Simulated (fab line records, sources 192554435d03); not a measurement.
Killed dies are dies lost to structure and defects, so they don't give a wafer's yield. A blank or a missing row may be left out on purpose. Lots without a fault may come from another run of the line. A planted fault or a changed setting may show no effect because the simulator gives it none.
Split-lot experiment | flow n5_finfet | 7 lots, 39 wafers read, on a route of 1938 steps

THE SPLIT
At N5_SD_EPI_P_EPI_21 (deposits SiGe:B, time 355 s), the setting epi_growth_time_s was moved away from the recipe's 355 s on 15 of the 39 wafers read, by -30.2% to +33.8%. The other wafers ran this setting at the recipe's value.

FROM THE SPLIT TO THE READING: what the file shows between them, 5 steps
- N5_SD_EPI_P_EPI_MEAS_23
- N5_SD_EPI_P_HM_STRIP_48: strips SiNx in H3PO4, material SiNx, target depth 3 nm
- N5_SD_EPI_P_SRD_49: time 30 s
- N5_SD_ACTIVATION_RTA_00: time 0 s
- N5_SD_ACTIVATION_LSA_01: time 0.0008 s

THE READING
RS_SD_P, in ohm/sq, at N5_SD_ACTIVATION_RS_MEAS_03 (measures by four-point-probe). Fault-free wafers of this fab line usually give 56.3 ohm/sq, standard deviation 0.81 ohm/sq.

wafer  | tool, chamber at the split | epi_growth_time_s as run, s | against the recipe | RS_SD_P, ohm/sq | against lot-mates on the recipe
L074.1 | epi_rpcvd-02, 0            | 475.1                       | +33.8%             | 45.7            | -10.6
L074.2 | epi_rpcvd-02, 0            | 355                         | recipe             | 56.3            | -
L074.3 | epi_rpcvd-02, 0            | 475.1                       | +33.8%             | 46.6            | -9.7
L074.4 | epi_rpcvd-02, 0            | 355                         | recipe             | 56.4            | -
L074.5 | epi_rpcvd-02, 0            | 355                         | recipe             | 56.3            | -
L074.6 | epi_rpcvd-02, 0            | 475.1                       | +33.8%             | 46.3            | -10.0
L077.1 | epi_rpcvd-02, 0            | 471.6                       | +32.8%             | 47.1            | -10.7
L077.2 | epi_rpcvd-02, 0            | 355                         | recipe             | 57.3            | -
L077.3 | epi_rpcvd-02, 0            | 471.6                       | +32.8%             | 47.3            | -10.5
L077.4 | epi_rpcvd-02, 0            | 471.6                       | +32.8%             | 47.5            | -10.3
L077.5 | epi_rpcvd-02, 0            | 355                         | recipe             | 58.0            | -
L077.6 | epi_rpcvd-02, 0            | 355                         | recipe             | 58.0            | -
L081.1 | epi_rpcvd-03, 0            | 466.6                       | +31.4%             | 46.0            | -9.7
L081.2 | epi_rpcvd-03, 0            | 466.6                       | +31.4%             | 46.2            | -9.5
L081.3 | epi_rpcvd-03, 0            | 466.6                       | +31.4%             | 46.4            | -9.3
L081.4 | epi_rpcvd-03, 0            | 355                         | recipe             | 55.8            | -
L081.5 | epi_rpcvd-03, 0            | 355                         | recipe             | 55.7            | -
L081.6 | epi_rpcvd-03, 0            | 355                         | recipe             | 55.5            | -
L082.1 | epi_rpcvd-04, 0            | 247.7                       | -30.2%             | 74.6            | +17.4
L082.2 | epi_rpcvd-04, 0            | 247.7                       | -30.2%             | 74.8            | +17.6
L082.3 | epi_rpcvd-04, 0            | 355                         | recipe             | 57.2            | -
L082.4 | epi_rpcvd-04, 0            | 355                         | recipe             | 56.9            | -
L082.5 | epi_rpcvd-04, 0            | 247.7                       | -30.2%             | 73.8            | +16.6
L082.6 | epi_rpcvd-04, 0            | 355                         | recipe             | 57.4            | -
L084.1 | epi_rpcvd-02, 0            | 355                         | recipe             | 55.4            | -
L084.2 | epi_rpcvd-02, 0            | 355                         | recipe             | 55.9            | -
L084.3 | epi_rpcvd-02, 0            | 355                         | recipe             | 55.6            | -
L084.4 | epi_rpcvd-02, 0            | 355                         | recipe             | 55.2            | -
L084.5 | epi_rpcvd-02, 0            | 355                         | recipe             | 55.7            | -
L084.6 | epi_rpcvd-02, 0            | 355                         | recipe             | 55.7            | -
L086.1 | epi_rpcvd-04, 0            | 355                         | recipe             | 56.2            | -
L086.2 | epi_rpcvd-04, 0            | 257.8                       | -27.4%             | 71.8            | +15.7
L086.3 | epi_rpcvd-04, 0            | 257.8                       | -27.4%             | 70.7            | +14.6
L086.4 | epi_rpcvd-04, 0            | 257.8                       | -27.4%             | 70.8            | +14.7
L086.5 | epi_rpcvd-04, 0            | 355                         | recipe             | 56.5            | -
L086.6 | epi_rpcvd-04, 0            | 355                         | recipe             | 55.7            | -
L094.2 | epi_rpcvd-03, 0            | 355                         | recipe             | 55.8            | -
L094.3 | epi_rpcvd-03, 0            | 355                         | recipe             | 55.3            | -
L094.6 | epi_rpcvd-03, 0            | 355                         | recipe             | 55.0            | -

THE FIT
A straight line over all 39 wafers: RS_SD_P changes by -0.404 ohm/sq for each +1% of epi_growth_time_s; r = -0.96; the points scatter about the line by 2.3 ohm/sq.
The same after taking each lot's own level away (the mean of its wafers on the recipe; 39 wafers): -0.405 ohm/sq for each +1%; r = -0.97; scatter 1.9 ohm/sq.
On that fit, the largest move of epi_growth_time_s shifts the reading by 14 ohm/sq.
The lots' own levels span 55.37 to 57.77 ohm/sq, that is 3.0 times the standard deviation above.
So the lot-to-lot level changes the slope little: the two slopes agree.
Check: with one of the wafers moved furthest among these (+33.8%) left out of the fit, the line predicts -12.4 ohm/sq for it against its lot-mates. It came out at -10.6 ohm/sq against them.

OTHER SPLITS ON THESE WAFERS
These wafers also went through other splits before the reading. Each is held against what the fit with the lots' levels taken away leaves over:
other split on the same wafers     | wafers away from the commonest value | r with RS_SD_P (lot level and that fit taken away)
N5_FIN_SAQP_HM_DEP_72 target_thk_a | 18                                   | -0.28
N5_FIN_CUT_CUT_ETCH_15 time_s      | 12                                   | -0.04

THE WHOLE CHAIN: every reading that the file lists as answering this split, in the file's order
step                        | what it does                 | reading                                                                           | change (the file's fit)               | r (the file's)
N5_SD_EPI_P_EPI_21          | deposits SiGe:B, time 355 s  | SiGe-B_of_SD_EPI_P_EPI_21.thk_nm (the simulator's own value, which no gauge read) | +0.422 nm for each +1% of the setting | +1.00
N5_SD_EPI_P_EPI_MEAS_23     |                              | thk_nm                                                                            | withheld for each +1% of the setting  | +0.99
N5_SD_ACTIVATION_RS_MEAS_03 | measures by four-point-probe | RS_SD_P                                                                           | -0.393 for each +1% of the setting    | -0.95

THE FILE'S OWN FIT
RS_SD_P changes by -0.393 ohm/sq for each +1% of epi_growth_time_s, r = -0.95.
